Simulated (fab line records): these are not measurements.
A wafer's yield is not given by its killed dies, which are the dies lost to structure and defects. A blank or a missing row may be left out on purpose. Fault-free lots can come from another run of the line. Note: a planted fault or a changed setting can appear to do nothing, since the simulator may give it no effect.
Matching of chambers | flow n5_finfet | 4 sister chambers for N5_SPACER0_ALD_00 on ald_sin-02
The step deposits SiOCN, target thk 3.5 nm, pulse time 3 s, purge time 2 s. 16 wafers are shown with their chamber, then 8 later ones without.

WAFERS WITH THEIR CHAMBER
wafer  | chamber | heater_power_w (W) | heater_power_outer_w (W) | precursor_pulse_height_rel
L076.1 | 2       | 730                | 450                      | 0.984
L076.3 | 1       | 736                | 428                      | 0.984
L076.4 | 0       | 853                | 555                      | 1.012
L078.3 | 2       | 750                | 449                      | 0.999
L078.4 | 1       | 739                | 431                      | 1.023
L078.6 | 2       | 741                | 454                      | 1.022
L079.2 | 1       | 732                | 440                      | 1.026
L079.3 | 2       | 745                | 449                      | 1.008
L079.4 | 0       | 844                | 541                      | 0.991
L081.1 | 3       | 977                | 629                      | 0.976
L081.4 | 2       | 751                | 447                      | 0.969
L081.6 | 0       | 841                | 550                      | 1.006
L083.2 | 3       | 958                | 626                      | 1.015
L083.5 | 3       | 968                | 623                      | 0.961
L083.6 | 0       | 846                | 562                      | 1.023
L087.3 | 3       | 970                | 635                      | 0.982

SIGNATURES (averages over the wafers above)
reading                    | chamber 0 | chamber 1 | chamber 2 | chamber 3 | scatter within a chamber
heater_power_w             | 846.00    | 735.67    | 743.40    | 968.25    | 6.93
heater_power_outer_w       | 552.00    | 433.00    | 449.80    | 628.25    | 5.9
precursor_pulse_height_rel | 1.00800   | 1.01100   | 0.99640   | 0.98350   | 0.0202
Rule: a wafer's distance from a chamber is the root of the sum, over the readings, of the square of ((its reading less the chamber's mean) divided by the reading's scatter). If the next closest chamber is less than 2 further off than the closest, the wafer can't be placed; otherwise it belongs to the closest. The scatter is the square root of a quotient: the sum, over the shown wafers, of each reading's squared deviation from its chamber's mean, divided by wafers minus chambers.

WAFERS MISSING THEIR CHAMBER
wafer  | heater_power_w (W) | heater_power_outer_w (W) | precursor_pulse_height_rel
L087.4 | 860                | 548                      | 0.989
L087.6 | 948                | 623                      | 1.018
L089.1 | 739                | 452                      | 1.032
L089.2 | 731                | 428                      | 0.976
L089.4 | 861                | 542                      | 0.986
L091.1 | 738                | 438                      | 1.022
L091.4 | 979                | 648                      | 0.960
L091.6 | 740                | 447                      | 0.991

WHICH CHAMBER EACH WENT THROUGH
wafer  | from the rows above     | in truth
L087.4 | 0                       | 0
L087.6 | 3                       | 3
L089.1 | can't be placed: 2 or 1 | 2
L089.2 | 1                       | 1
L089.4 | 0                       | 0
L091.1 | can't be placed: 1 or 2 | 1
L091.4 | 3                       | 3
L091.6 | can't be placed: 2 or 1 | 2
Placed correctly: 5 of 8. From these rows, 3 cannot be placed; in 3 the true chamber is one of the candidates. Wrongly placed: 0.
